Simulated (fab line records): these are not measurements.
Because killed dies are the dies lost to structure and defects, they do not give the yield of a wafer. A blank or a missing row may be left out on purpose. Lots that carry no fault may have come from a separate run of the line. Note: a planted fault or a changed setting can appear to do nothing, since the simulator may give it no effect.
Split-lot trial | flow n5-finfet | 21 wafers read across 7 lots, on a route 1938 steps long

## THE SPLIT
At N5_BEOL_M6_PECVD_70 (deposits SiO2 from TEOS/O2, target thk 20 nm, time 22.7 s), the setting time-s was moved away from the recipe's 22.7 s on 6 of the 21 wafers read, by +6.7% to +11.3%. This setting was run at the recipe's value on the other wafers.

The reading comes from the split's own step.

## THE READING
SiO2_of_BEOL_M6_PECVD_70.thk-nm (the simulator's own value, which no gauge read), in nm, at N5_BEOL_M6_PECVD_70 (deposits SiO2 from TEOS/O2, target thk 20 nm, time 22.7 s). The file does not state a usual value for it. The 15 wafers here that ran the recipe average 20.0 nm, standard deviation 0.33 nm.

wafer  | tool, chamber at the split | time-s as run, s | against the recipe | SiO2_of_BEOL_M6_PECVD_70.thk-nm, nm | against lot-mates on the recipe
L078.4 | pecvd-03, 0,1              | 22.7             | recipe             | 20.2                                | -
L078.6 | pecvd-03, 0,1              | 22.7             | recipe             | 20.2                                | -
L078.5 | pecvd-03, 0                | 22.7             | recipe             | 20                                  | -
L080.3 | pecvd-04, 0                | 22.7             | recipe             | 20                                  | -
L080.4 | pecvd-04, 0,2              | 22.7             | recipe             | 20.2                                | -
L080.5 | pecvd-04, 0,2              | 22.7             | recipe             | 20.2                                | -
L081.1 | pecvd-01, 2                | 22.7             | recipe             | 19.4                                | -
L081.2 | pecvd-01, 0                | 24.21            | +6.7%              | 20.8                                | +1.4
L081.5 | pecvd-01, 0                | 24.21            | +6.7%              | 21                                  | +1.6
L084.1 | pecvd-03, 0                | 22.7             | recipe             | 19.4                                | -
L084.4 | pecvd-03, 1,2              | 22.7             | recipe             | 19.6                                | -
L084.5 | pecvd-03, 1,2              | 22.7             | recipe             | 19.6                                | -
L093.1 | pecvd-04, 2                | 22.7             | recipe             | 20                                  | -
L093.3 | pecvd-04, 0                | 25.27            | +11.3%             | 22.4                                | +2.1
L093.6 | pecvd-04, 0                | 22.7             | recipe             | 20.6                                | -
L096.3 | pecvd-04, 2                | 25.07            | +10.4%             | 21.8                                | no lot-mate on the recipe
L096.4 | pecvd-04, 0,2              | 25.07            | +10.4%             | 22.6                                | no lot-mate on the recipe
L096.5 | pecvd-04, 0,2              | 25.07            | +10.4%             | 22.6                                | no lot-mate on the recipe
L097.1 | pecvd-04, 2,0              | 22.7             | recipe             | 20                                  | -
L097.3 | pecvd-04, 2,0              | 22.7             | recipe             | 20                                  | -
L097.6 | pecvd-04, 0                | 22.7             | recipe             | 20.2                                | -
When a row names more than one chamber, that row covers several wafers, and the file does not tell which wafer ran in which chamber.

FIT RESULTS
A straight line over all 21 wafers: SiO2_of_BEOL_M6_PECVD_70.thk-nm changes by +0.211 nm for each +1% of time-s; r = +0.93; the points scatter about the line by 0.37 nm.
The same after taking each lot's own level away (the mean of its wafers on the recipe; 18 wafers): +0.201 nm for each +1%; r = +0.97; scatter 0.16 nm.
That fit puts the effect of the largest move of time-s on the reading at 2.3 nm.
Measured against the standard deviation above, the lots' own levels, which go from 19.40 to 20.30 nm, span 2.8 times it.
Consequently the slope shifts little with the lot-to-lot level, the two slopes agreeing.
Check: +2.55 nm against its lot-mates is what the line predicts for one of the wafers moved furthest among these (+11.3%) when that wafer is left out of the fit. It came out at +2.1 nm against them.

## OTHER SPLITS ON THESE WAFERS
These wafers also went through other splits before the reading. Each is held against what the fit with the lots' levels taken away leaves over:
other split on the same wafers     | wafers away from the commonest value | r with SiO2_of_BEOL_M6_PECVD_70.thk-nm (lot level and that fit taken away)
N5_BEOL_M0_ETCH_128 source-w       | 6                                    | +0.07
N5_BEOL_M0_ETCH_109 bias-w         | 3                                    | +0.60
N5_BEOL_M1_SPUTTER_81 time-s       | 7                                    | +0.43
N5_BEOL_M2_ETCH_70 source-w        | 5                                    | +0.15
N5_BEOL_M2_TRENCH_ETCH_37 source-w | 5                                    | -0.26
N5_BEOL_M2_DEP_57 time-s           | 9                                    | +0.07
N5_BEOL_M4_PECVD_72 temp-c         | 3                                    | -0.10
N5_BEOL_M4_COAT_61 spin-rpm        | 8                                    | -0.21
N5_BEOL_M5_ETCH_68 bias-w          | 9                                    | -0.19
N5_BEOL_M5_ETCH_41 source-w        | 7                                    | +0.22

## THE FILE'S OWN FIT
SiO2_of_BEOL_M6_PECVD_70.thk-nm changes by +0.196 nm for each +1% of time-s, r = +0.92.
